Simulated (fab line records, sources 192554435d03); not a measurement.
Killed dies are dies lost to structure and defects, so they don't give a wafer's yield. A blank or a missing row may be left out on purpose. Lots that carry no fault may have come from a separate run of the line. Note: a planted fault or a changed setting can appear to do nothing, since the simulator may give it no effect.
fab line records :: flow n5_finfet
[record]
  lots = 3
  wafers = 9
  last_day = 17
route steps=1938 shown FIN_SAQP@118 FIN_CUT@154 BEOL_M4@1111 PASSIVATION@1936
lots untouched by any fault: they come from a run of this same line in which no faults occurred
start_h: hours from the record's opening day to when the first of the lot's shown wafers began :: wait_h: hours since the lot's step before :: " as in the row above :: L1.1+2: a row that stands for several wafers :: - no value present, or no start provided :: * or withheld: withheld :: < > ~ a bound
route shown NAME@n: a module of which the file shows steps, and the number in the route of the first :: usual: mean/standard deviation taken from wafers without a fault :: same: alike in all rows :: chamber/n: place in a boat :: sites: the reading at each site :: _std_site: their standard deviation :: _edge_site: outer sites' mean less inner sites' :: radius_mm: for every site, how far away it sits from the centre of the wafer :: mask NAME#n: copy n :: behind: the last tool/chamber to shape the wafer :: hold: what put the lot on hold/how long, in hours/how the hold closed :: device: names the non-switching transistor (n, p or np) :: end of line: the route-end tests of the same wafers :: a step without rows: its recipe alone :: killed: dies that structure and defects cost at the first sort, which is not the same as the wafer's yield :: map: dies across one wafer; x = killed, . = not, _ = none there
set.NAME: setting as actually run; set.NAME@STEP: the setting as run at that earlier step :: model.NAME: the simulator's own value behind a step, which no gauge read
a table for each step, a row for each wafer; lots at some steps of the route
services: a tool's chamber out of use, with start hour (start_h, from the record's first day; less than 0 if before it), hours out, and reason
[[steps]]
[step N5_FIN_SAQP_HM_OPEN_73]
[recipe]
  chemistry = CHF3/O2
  target = SiO2
  stop_on = a-Si
  target_depth_a = 120
  over_etch_frac = 1.8
  mask_material = SOC
  time_s = 16.8
  pressure_mtorr = 30
  source_w = 650
  bias_w = 170
  Ar_flow_sccm = 200
  CHF3_flow_sccm = 50
  O2_flow_sccm = 5
  ion_energy_ev = 200
  ends = end_point
[step N5_FIN_SAQP_STRIP_74]
[recipe]
  chemistry = CHF3/O2
  resist = SiARC
  rf_frequency_hz = 6e+07
[step N5_FIN_SAQP_MANDREL_ETCH_22]
[recipe]
  target_depth_a = 600
  chemistry = HBr/Cl2
  target = a-Si
  stop_on = SiNx
  bt_time_s = 10
  over_etch_frac = 0.5
  time_s = 30
  pressure_mtorr = 10
  icp_w = 800
  bias_w = 75
  HBr_flow_sccm = 150
  Cl2_flow_sccm = 80
  ends = end_point
[step N5_FIN_SAQP_STRIP_55]
[recipe]
  chemistry = N2/H2
  power_w = 500
  temp_c = 40
  pressure_mtorr = 50
  rf_frequency_hz = 6e+07
  overash_fraction = 0.3
  bias_power_w = 28
  h2_frac = 0.5
  n2_flow_sccm = 300
  h2_flow_sccm = 300
[step N5_FIN_SAQP_STRIP_23]
[recipe]
  chemistry = SPM
  time_s = 750
  temp_c = 130
  h2so4_h2o2_vol_ratio = 4
[step N5_FIN_SAQP_SRD_66]
[recipe]
  dry = ipa_marangoni
  time_s = 30
  temp_c = 23
  rinse_liquid = diw
[step N5_FIN_SAQP_RECESS_75]
[recipe]
  chemistry = HF/NH3
  target = SiO2
  target_depth_a = 144
  afs_cycles = 3
  temp_c = 30
  sublimation_temp_c = 180
  sublimation_time_s = 60
[step N5_FIN_SAQP_SPACER1_ALD_24]
[recipe]
  material = SiO2
  target_thk_a = 203
  temp_c = 300
  ald_precursor_family = BDEAS
  ald_co_reactant = O2-plasma
  pulse_time_s = 1
  purge_time_s = 2
  co_reactant_purge_time_s = 2
  ald_cycles = 218
  pressure_torr = 2
[step N5_FIN_SAQP_SPACER1_ETCHBACK_25]
[recipe]
  chemistry = CHF3/O2
  mode = anisotropic_etchback
  target = SiO2
  target_depth_a = 244
  time_s = 12.2
  pressure_mtorr = 30
  source_w = 650
  bias_w = 170
  Ar_flow_sccm = 200
  CHF3_flow_sccm = 50
  O2_flow_sccm = 5
  ion_energy_ev = 200
[step N5_FIN_SAQP_MANDREL1_REMOVE_56]
[recipe]
  chemistry = HBr/Cl2/O2
  bt_time_s = 10
  target = a-Si
  stop_on = SiNx
  endpoint = OES-SiCl
  over_etch_frac = 1
  icp_w = 600
  bias_w = 22
  HBr_flow_sccm = 150
  Cl2_flow_sccm = 80
  O2_flow_sccm = 5
  pressure_mtorr = 10
[step N5_FIN_SAQP_ETCH_57]
[recipe]
  chemistry = CH3F/O2
  target = SiNx
  mask_material = SiO2
  target_depth_a = 325
  time_s = 46.4
  pressure_mtorr = 30
  source_w = 395
  bias_w = 73
  Ar_flow_sccm = 150
  CH3F_flow_sccm = 30
  O2_flow_sccm = 20
  ion_energy_ev = 120
  ends = cleared
[step N5_FIN_SAQP_ETCH_65]
[recipe]
  chemistry = CF4
  target = SiO2
  target_depth_a = 40
  ion_energy_ev = 350
  time_s = 4.4
  pressure_mtorr = 10
  icp_w = 800
  bias_w = 400
  cf4_flow_sccm = 80
[usual]
  drypump_motor_current_A = 5.6/0.4
  oes_product_au = 0.99/0.03
  throttle_valve_pct = 21.76/0.19
lot.wafer: L784.1
tool: rie_si-01
chamber: 3
start_h: 42.13
wait_h: 0.1
drypump_motor_current_A: 6.1
oes_product_au: 1.00
rf_hours_counter_h: 180
throttle_valve_pct: 21.74

lot.wafer: L784.3
tool: rie_si-01
chamber: 1
start_h: 42.13
wait_h: 0.1
drypump_motor_current_A: 6.3
oes_product_au: 0.98
rf_hours_counter_h: 61
throttle_valve_pct: 21.77

lot.wafer: L784.4
tool: rie_si-01
chamber: 2
start_h: 42.13
wait_h: 0.1
drypump_motor_current_A: 5.0
oes_product_au: 0.96
rf_hours_counter_h: 45
throttle_valve_pct: 21.68

lot.wafer: L794.2
tool: rie_si-06
chamber: 3
start_h: 105.35
wait_h: 0.1
drypump_motor_current_A: 5.8
oes_product_au: 0.99
rf_hours_counter_h: 1
throttle_valve_pct: 21.79

lot.wafer: L794.4
tool: rie_si-06
chamber: 1
start_h: 105.35
wait_h: 0.1
drypump_motor_current_A: 5.9
oes_product_au: 1.03
rf_hours_counter_h: 27
throttle_valve_pct: 22.18

lot.wafer: L794.5
tool: rie_si-06
chamber: 1
start_h: 105.35
wait_h: 0.1
drypump_motor_current_A: 5.8
oes_product_au: 1.03
rf_hours_counter_h: -
throttle_valve_pct: 22.18

lot.wafer: L800.3
tool: rie_si-06
chamber: 3
start_h: 138.16
wait_h: 0.1
drypump_motor_current_A: 5.8
oes_product_au: 0.97
rf_hours_counter_h: 1
throttle_valve_pct: 21.78

lot.wafer: L800.5
tool: rie_si-06
chamber: 1
start_h: 138.16
wait_h: 0.1
drypump_motor_current_A: 5.8
oes_product_au: 1.02
rf_hours_counter_h: -
throttle_valve_pct: 22.18

lot.wafer: L800.6
tool: rie_si-06
chamber: 0
start_h: 138.16
wait_h: 0.1
drypump_motor_current_A: 5.2
oes_product_au: 1.00
rf_hours_counter_h: -
throttle_valve_pct: 21.51
[step N5_FIN_SAQP_MANDREL_ETCH_58]
[recipe]
  chemistry = HBr/Cl2
  target = a-Si
  target_depth_a = 450
  bt_time_s = 10
  stop_on = SiNx
  mask_material = SiO2
  over_etch_frac = 0.8
  time_s = 27
  pressure_mtorr = 10
  icp_w = 800
  bias_w = 75
  HBr_flow_sccm = 150
  Cl2_flow_sccm = 80
  ends = end_point
[step N5_FIN_SAQP_RECESS_63]
[recipe]
  chemistry = HF/NH3
  target = SiO2
  target_depth_a = 180
  afs_cycles = 3
  temp_c = 30
  sublimation_temp_c = 180
  sublimation_time_s = 60
[step N5_FIN_SAQP_COAT_68]
[recipe]
  resist = SOC
  temp_c = 250
  time_s = 60
  spin_rpm = 1500
  resist_thk_nm = 100
[step N5_FIN_SAQP_ETCH_69]
[recipe]
  chemistry = N2/H2
  target = SOC
  target_depth_a = 1500
  stop_on = SiNx
  ion_energy_ev = 100
  bias_w = 61
  pressure_mtorr = 30
  source_w = 850
  n2_flow_sccm = 200
  h2_flow_sccm = 200
[step N5_FIN_SAQP_ETCH_67]
[recipe]
  chemistry = CH3F/O2
  target = SiNx
  target_depth_a = 300
  mask_material = SOC
  pressure_mtorr = 30
  source_w = 395
  bias_w = 73
  Ar_flow_sccm = 150
  CH3F_flow_sccm = 30
  O2_flow_sccm = 20
  ion_energy_ev = 120
[step N5_FIN_SAQP_STRIP_70]
[recipe]
  chemistry = N2/H2
  power_w = 500
  temp_c = 40
  pressure_mtorr = 50
  rf_frequency_hz = 6e+07
  overash_fraction = 0.3
  bias_power_w = 28
  h2_frac = 0.5
  n2_flow_sccm = 300
  h2_flow_sccm = 300
[step N5_FIN_SAQP_RECESS_71]
[recipe]
  chemistry = HF/NH3
  target = SiO2
  target_depth_a = 30
  afs_cycles = 1
  temp_c = 30
  sublimation_temp_c = 180
  sublimation_time_s = 60
[step N5_FIN_SAQP_SPACER2_ALD_28]
[recipe]
  material = SiO2
  target_thk_a = 81
  temp_c = 300
  ald_precursor_family = BDEAS
  ald_co_reactant = O2-plasma
  pulse_time_s = 1
  purge_time_s = 2
  co_reactant_purge_time_s = 2
  pressure_torr = 2
[step N5_FIN_SAQP_SPACER2_ETCHBACK_29]
[recipe]
  chemistry = CHF3/O2
  mode = anisotropic_etchback
  target = SiO2
  target_depth_a = 122
  time_s = 6.1
  pressure_mtorr = 30
  source_w = 650
  bias_w = 170
  Ar_flow_sccm = 200
  CHF3_flow_sccm = 50
  O2_flow_sccm = 5
  ion_energy_ev = 200
[step N5_FIN_SAQP_MANDREL2_REMOVE_60]
[recipe]
  chemistry = HBr/Cl2/O2
  bt_time_s = 10
  target = a-Si
  stop_on = SiNx
  endpoint = OES-SiCl
  over_etch_frac = 1
  icp_w = 600
  bias_w = 22
  HBr_flow_sccm = 150
  Cl2_flow_sccm = 80
  O2_flow_sccm = 5
  pressure_mtorr = 10
[step N5_FIN_SAQP_HM_OPEN_33]
[recipe]
  chemistry = CH3F/O2
  target = SiNx
  mask_material = SiO2
  target_depth_a = 494
  time_s = 70.6
  pressure_mtorr = 30
  source_w = 395
  bias_w = 73
  Ar_flow_sccm = 150
  CH3F_flow_sccm = 30
  O2_flow_sccm = 20
  ion_energy_ev = 120
  ends = cleared
[step N5_FIN_SAQP_ETCH_34]
[recipe]
  chemistry = C4F6/O2
  target = SiO2
  target_depth_a = 450
  time_s = 15
  ion_energy_ev = 250
  pressure_mtorr = 30
  source_w = 345
  bias_w = 185
  Ar_flow_sccm = 300
  C4F6_flow_sccm = 10
  O2_flow_sccm = 10
  ends = cleared
[step N5_FIN_SAQP_STRIP_77]
[recipe]
  chemistry = N2/H2
  time_s = 90
  power_w = 100
  temp_c = 40
  pressure_mtorr = 100
  rf_frequency_hz = 6e+07
  bias_power_w = 3
  n2_flow_sccm = 300
  h2_flow_sccm = 300
[step N5_FIN_SAQP_ETCH_64]
[recipe]
  chemistry = CF4
  target = SiO2
  target_depth_a = 15
  ion_energy_ev = 350
  pressure_mtorr = 10
  icp_w = 800
  bias_w = 400
  cf4_flow_sccm = 80
[step N5_FIN_SAQP_FIN_ETCH_36]
[recipe]
  chemistry = HBr/Cl2/O2
  target_depth_a = 1200
  mask_material = SiNx
  time_s = 50.4
  bias_w = 102
  pressure_mtorr = 10
  icp_w = 800
  HBr_flow_sccm = 150
  Cl2_flow_sccm = 80
  O2_flow_sccm = 12
[step N5_FIN_SAQP_PRECLEAN_38]
[recipe]
  chemistry = O3/DIW
  time_s = 45
  temp_c = 22
  o3_ppm = 10
[step N5_FIN_SAQP_PRECLEAN_45]
[recipe]
  chemistry = dHF
  time_s = 10
  dilution = 500:1
  temp_c = 25
[step N5_FIN_SAQP_SRD_39]
[recipe]
  dry = ipa_marangoni
  time_s = 30
  temp_c = 23
  rinse_liquid = diw
[step N5_FIN_SAQP_INSPECT_40]
[recipe]
  inspect_instrument = brightfield
  mode = aei
[usual]
  raw_defect_count = 259/74
lot.wafer: L784.1
tool: defect_inspect-01
chamber: -
start_h: 44.13
wait_h: 0.0
raw_defect_count: 249

lot.wafer: L784.3
tool: defect_inspect-01
chamber: -
start_h: 44.13
wait_h: 0.0
raw_defect_count: 310

lot.wafer: L784.4
tool: defect_inspect-01
chamber: -
start_h: 44.13
wait_h: 0.0
raw_defect_count: 172

lot.wafer: L794.2
tool: defect_inspect-01
chamber: -
start_h: 107.50
wait_h: 0.0
raw_defect_count: 264

lot.wafer: L794.4
tool: defect_inspect-01
chamber: -
start_h: 107.50
wait_h: 0.0
raw_defect_count: 295

lot.wafer: L794.5
tool: defect_inspect-01
chamber: -
start_h: 107.50
wait_h: 0.0
raw_defect_count: 211

lot.wafer: L800.3
tool: defect_inspect-01
chamber: -
start_h: 140.38
wait_h: 0.0
raw_defect_count: 231

lot.wafer: L800.5
tool: defect_inspect-01
chamber: -
start_h: 140.38
wait_h: 0.0
raw_defect_count: 179

lot.wafer: L800.6
tool: defect_inspect-01
chamber: -
start_h: 140.38
wait_h: 0.0
raw_defect_count: 772
[step N5_FIN_CUT_COAT_18]
[recipe]
  resist = SOC
  temp_c = 250
  time_s = 60
  spin_rpm = 1500
  resist_thk_nm = 230
[step N5_FIN_CUT_COAT_19]
[recipe]
  resist = SiARC
  temp_c = 220
  time_s = 60
  spin_rpm = 1500
  resist_thk_nm = 20
[step N5_FIN_CUT_COAT_29]
[recipe]
  resist = underlayer
  temp_c = 205
  time_s = 60
  spin_rpm = 1500
  resist_thk_nm = 10
[step N5_FIN_CUT_COAT_02]
[recipe]
  resist = CAR-EUV
  spin_rpm = 1500
  resist_thk_nm = 30
[step N5_FIN_CUT_EBR_04]
[recipe]
  solvent = PGMEA
  ebr_width_mm = 1.5
[step N5_FIN_CUT_SOFTBAKE_03]
[recipe]
  temp_c = 110
  time_s = 60
  resist = CAR-EUV
[step N5_FIN_CUT_INSPECT_10]
[recipe]
  mode = adi
  inspect_instrument = brightfield
[usual]
  raw_defect_count = 47/13
lot.wafer: L784.1
tool: defect_inspect-01
chamber: -
start_h: 44.65
wait_h: 0.1
raw_defect_count: 47

lot.wafer: L784.3
tool: defect_inspect-01
chamber: -
start_h: 44.65
wait_h: 0.1
raw_defect_count: 46

lot.wafer: L784.4
tool: defect_inspect-01
chamber: -
start_h: 44.65
wait_h: 0.1
raw_defect_count: 49

lot.wafer: L794.2
tool: defect_inspect-02
chamber: -
start_h: 107.90
wait_h: 0.0
raw_defect_count: 43

lot.wafer: L794.4
tool: defect_inspect-02
chamber: -
start_h: 107.90
wait_h: 0.0
raw_defect_count: 53

lot.wafer: L794.5
tool: defect_inspect-02
chamber: -
start_h: 107.90
wait_h: 0.0
raw_defect_count: 52

lot.wafer: L800.3
tool: defect_inspect-02
chamber: -
start_h: 140.78
wait_h: 0.0
raw_defect_count: 43

lot.wafer: L800.5
tool: defect_inspect-02
chamber: -
start_h: 140.78
wait_h: 0.0
raw_defect_count: 38

lot.wafer: L800.6
tool: defect_inspect-02
chamber: -
start_h: 140.78
wait_h: 0.0
raw_defect_count: 662
[step N5_FIN_CUT_INSPECT_17]
[recipe]
  inspect_instrument = brightfield
  mode = aei
[usual]
  raw_defect_count = 267/81
lot.wafer: L784.1
tool: defect_inspect-02
chamber: -
start_h: 45.69
wait_h: 0.0
raw_defect_count: 266

lot.wafer: L784.3
tool: defect_inspect-02
chamber: -
start_h: 45.69
wait_h: 0.0
raw_defect_count: 353

lot.wafer: L784.4
tool: defect_inspect-02
chamber: -
start_h: 45.69
wait_h: 0.0
raw_defect_count: 194

lot.wafer: L794.2
tool: defect_inspect-02
chamber: -
start_h: 108.85
wait_h: 0.0
raw_defect_count: 294

lot.wafer: L794.4
tool: defect_inspect-02
chamber: -
start_h: 108.85
wait_h: 0.0
raw_defect_count: 336

lot.wafer: L794.5
tool: defect_inspect-02
chamber: -
start_h: 108.85
wait_h: 0.0
raw_defect_count: 231

lot.wafer: L800.3
tool: defect_inspect-01
chamber: -
start_h: 141.76
wait_h: 0.0
raw_defect_count: 221

lot.wafer: L800.5
tool: defect_inspect-01
chamber: -
start_h: 141.76
wait_h: 0.0
raw_defect_count: 185

lot.wafer: L800.6
tool: defect_inspect-01
chamber: -
start_h: 141.76
wait_h: 0.0
raw_defect_count: 807
[step N5_BEOL_M4_RC_MEAS_101]
[usual]
  DIBL_N = 36.4/1.6
  DIBL_P = 36.2/1.8
  IOFF_N = 0.159/0.029
  IOFF_P = 0.21/0.034
  ION_N = 670/12
  ION_P = 459/8.2
  SS_N = 71.5/0.59
  SS_P = 73.2/0.54
  VT_N = 250/3.3
  VT_P = -250/3.7
lot.wafer: L784.1
tool: prober-02
chamber: 0
start_h: 208.98
wait_h: 0.0
DIBL_N[mV/V]: 39.1
DIBL_P[mV/V]: 38.0
IOFF_N[nA/um]: 0.234
IOFF_P[nA/um]: 0.29
ION_N[uA/um]: 694
ION_P[uA/um]: 471
SS_N[mV/dec]: 72.2
SS_P[mV/dec]: 73.9
VT_N[mV]: 244
VT_P[mV]: -245

lot.wafer: L784.3
tool: prober-02
chamber: 0
start_h: 208.98
wait_h: 0.0
DIBL_N[mV/V]: 38.6
DIBL_P[mV/V]: 36.9
IOFF_N[nA/um]: 0.235
IOFF_P[nA/um]: 0.27
ION_N[uA/um]: 696
ION_P[uA/um]: 471
SS_N[mV/dec]: 71.9
SS_P[mV/dec]: 73.0
VT_N[mV]: 241
VT_P[mV]: -244

lot.wafer: L784.4
tool: prober-02
chamber: 0
start_h: 208.98
wait_h: 0.0
DIBL_N[mV/V]: 37.9
DIBL_P[mV/V]: 36.4
IOFF_N[nA/um]: 0.209
IOFF_P[nA/um]: 0.25
ION_N[uA/um]: 691
ION_P[uA/um]: 466
SS_N[mV/dec]: 72.2
SS_P[mV/dec]: 73.7
VT_N[mV]: 244
VT_P[mV]: -244

lot.wafer: L794.2
tool: prober-02
chamber: 0
start_h: 278.40
wait_h: 0.2
DIBL_N[mV/V]: 37.9
DIBL_P[mV/V]: 37.1
IOFF_N[nA/um]: 0.174
IOFF_P[nA/um]: 0.22
ION_N[uA/um]: 672
ION_P[uA/um]: 456
SS_N[mV/dec]: 72.0
SS_P[mV/dec]: 73.4
VT_N[mV]: 250
VT_P[mV]: -252

lot.wafer: L794.4
tool: prober-02
chamber: 0
start_h: 278.40
wait_h: 0.2
DIBL_N[mV/V]: 36.1
DIBL_P[mV/V]: 34.8
IOFF_N[nA/um]: 0.153
IOFF_P[nA/um]: 0.19
ION_N[uA/um]: 667
ION_P[uA/um]: 451
SS_N[mV/dec]: 71.5
SS_P[mV/dec]: 72.8
VT_N[mV]: 250
VT_P[mV]: -254

lot.wafer: L794.5
tool: prober-02
chamber: 0
start_h: 278.40
wait_h: 0.2
DIBL_N[mV/V]: 37.7
DIBL_P[mV/V]: 36.0
IOFF_N[nA/um]: 0.163
IOFF_P[nA/um]: 0.21
ION_N[uA/um]: 670
ION_P[uA/um]: 458
SS_N[mV/dec]: 72.4
SS_P[mV/dec]: 73.5
VT_N[mV]: 249
VT_P[mV]: -250

lot.wafer: L800.3
tool: prober-02
chamber: 0
start_h: 294.08
wait_h: 0.3
DIBL_N[mV/V]: 37.1
DIBL_P[mV/V]: 35.8
IOFF_N[nA/um]: 0.149
IOFF_P[nA/um]: 0.22
ION_N[uA/um]: 675
ION_P[uA/um]: 468
SS_N[mV/dec]: 71.9
SS_P[mV/dec]: 73.7
VT_N[mV]: 248
VT_P[mV]: -250

lot.wafer: L800.5
tool: prober-02
chamber: 0
start_h: 294.08
wait_h: 0.3
DIBL_N[mV/V]: 36.1
DIBL_P[mV/V]: 35.0
IOFF_N[nA/um]: 0.148
IOFF_P[nA/um]: 0.22
ION_N[uA/um]: 665
ION_P[uA/um]: 458
SS_N[mV/dec]: 71.8
SS_P[mV/dec]: 73.3
VT_N[mV]: 251
VT_P[mV]: -248

lot.wafer: L800.6
tool: prober-02
chamber: 0
start_h: 294.08
wait_h: 0.3
DIBL_N[mV/V]: 37.3
DIBL_P[mV/V]: 35.3
IOFF_N[nA/um]: 0.160
IOFF_P[nA/um]: 0.21
ION_N[uA/um]: 673
ION_P[uA/um]: 461
SS_N[mV/dec]: 71.1
SS_P[mV/dec]: 72.7
VT_N[mV]: 250
VT_P[mV]: -250
[step N5_PASSIVATION_PROBE_49]
[usual]
  defect_limited_yield = 91.1/1.5
  killed_at_M0_to_M3 = 33/9.9
  killed_at_M4_up = 14/5.2
  killed_at_contacts = 12/6.7
  killed_at_front_end = 43/13
  killed_at_other = 3.4/2.7
  killed_dies = 105/17
  killed_on_rim = 14/4.2
  killed_open = 69/13
  killed_short = 33/7.5
  sort_bin_5_function = 5.2/0.91
  sort_bin_6_memory = 3.3/0.71
  sort_n_pass = 1075/17
  sort_yield_pct = 91.1/1.5
[same]
  gross_dies = 1180
  killed_at_back_side = 0
  sort_bin_4_leakage[%] = 0
  sort_bin_8_speed[%] = 0
lot.wafer: L800.6
tool: prober-01
chamber: -
start_h: 405.83
wait_h: 0.3
defect_limited_yield[%]: 86.9
killed_at_M0_to_M3: 13
killed_at_M4_up: 11
killed_at_contacts: 12
killed_at_front_end: 112
killed_at_other: 6
killed_dies: 154
killed_on_rim: 29
killed_open: 53
killed_short: 26
sort_bin_5_function[%]: 8.4
sort_bin_6_memory[%]: 2.9
sort_n_pass: 1026
sort_yield_pct[%]: 86.9
// killed by level:class
L800.6 FIN_SAQP:unspecified=72 STI_FIN_REVEAL:geometric_particle:open=10 DUMMY_GATE:geometric_particle:open=8 MOL_CONTACT_COAG:geometric_particle:open=7 FIN_SAQP:geometric_particle:short=5 FIN_SAQP:geometric_particle:open=4 MOL_CONTACT_COAG:geometric_particle:short=4 BEOL_M0_SAQP:geometric_particle:short=4
// map L800.6 (x killed, . not)
_________________....x.......________________
______________..........x......._____________
___________...x......xx..x.........__________
__________...................x......_________
________...x...........x.....x....xx.._______
_______...................x............______
______..........x......x...............x_____
_____.............x.....x.........x..x...____
____x..........................x....x...x.___
___........x..x.........x..........x.......__
___...........x..x..x..x...................__
__.......................................xx._
__.....................................x...x_
_..x...........x.....................x...x...
_...........x...........x...x........x.......
_...........x.x...........x......x......xxx..
_.......x..............x.....................
_.........x..................................
_............x...............................
_..x.x.....x.....x...........................
_..........x.............................x...
__...x......................xxx............._
__...........x....x...............x........._
___..................................x.....__
___.....x..........x.......................__
____.............x................x.......___
_____.......x....x.......................____
______.x...x..xx.....x.................._____
_______......xxxxxxxxxxx......x........______
________xx.x.xxxxxxxx........x....xx.._______
__________.xx.xxxxxxxxxx.x.........._________
___________xxxxxxxxxxxxx.x.x.......__________
______________xxxxxxxxxxxx......_____________
_________________xxxxxxxx....________________
// map L794.4 (x killed, . not)
_________________............________________
______________...........x......_____________
___________..x...x.....x......x....__________
__________.x...........x...........x_________
________..x...............x..x........_______
_______...x.....x.......x.x...x....x...______
______xx..x............................._____
_____.......x...x............x.....x.....____
____.......x....x......x..................___
___.x...........x........x....x........x.x.__
___................................x.....x.__
__x....x...................x...........x...x_
__...x..............xx......................_
_....x....xx....x.x...x.................x....
_..x......x.....x.....xx..................x..
_.......xxx.....x....x....xx.......x.........
_.x......xx...x..x.....x........x..x.....x...
_.x..x..x....x.......x...x.......xx.......x..
_.x.......x.x..........x....x..............x.
_........x......................x..x.........
_.....x.........x...................x....x.x.
__....x...x...............x..x.............._
__.............x.x.x........................_
___.............x..............x..x....x...__
___.............x.......................x..__
____...................................x.x___
_____...................................x____
______...xx............x....x.....x....._____
_______x.......x.............x...x.....______
________..................x..........._______
__________.......x.....xx..........._________
___________.....x..................__________
______________........x........._____________
_________________.....x.x....________________
[[services]]
tool: rie_si-06
chamber: 3
start_h: 39.92
hours: -
kind: clean

tool: rie_si-06
chamber: 3
start_h: 39.92
hours: -
kind: consumable_replace:focus_ring

tool: rie_si-06
chamber: 3
start_h: 39.92
hours: 26.9
kind: scheduled_down

tool: rie_si-06
chamber: 3
start_h: 39.92
hours: 26.9
kind: vent_cycle
[[key]]
[first_sign]
  step = N5_FIN_SAQP_INSPECT_40
  reading = raw_defect_count
  direction = up
  sigmas = 6.9
  usual = 259
  struck = 772
[effect]
  step = N5_FIN_CUT_INSPECT_10
  reading = raw_defect_count
  direction = up
  sigmas = 46
  usual = 47
  struck = 662
[effect]
  step = N5_FIN_CUT_INSPECT_17
  reading = raw_defect_count
  direction = up
  sigmas = 6.7
  usual = 267
  struck = 807
[effect]
  step = N5_PASSIVATION_PROBE_49
  reading = killed_at_front_end
  direction = up
  sigmas = 5.4
  usual = 43
  struck = 112
[more_kills_born_at]
  N5_FIN_SAQP_ETCH_65@rie_si-06 = 72
met_at N5_FIN_SAQP_ETCH_65
struck_wafers L800.6
[fault]
  kind = chamber_particle_source
  tool = rie_si-06
  chamber = 0
  onset_h = 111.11
  steps = N5_FIN_SAQP_ETCH_65
  rate_per_visit_cm2 = 0.9903
  end_h = 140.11
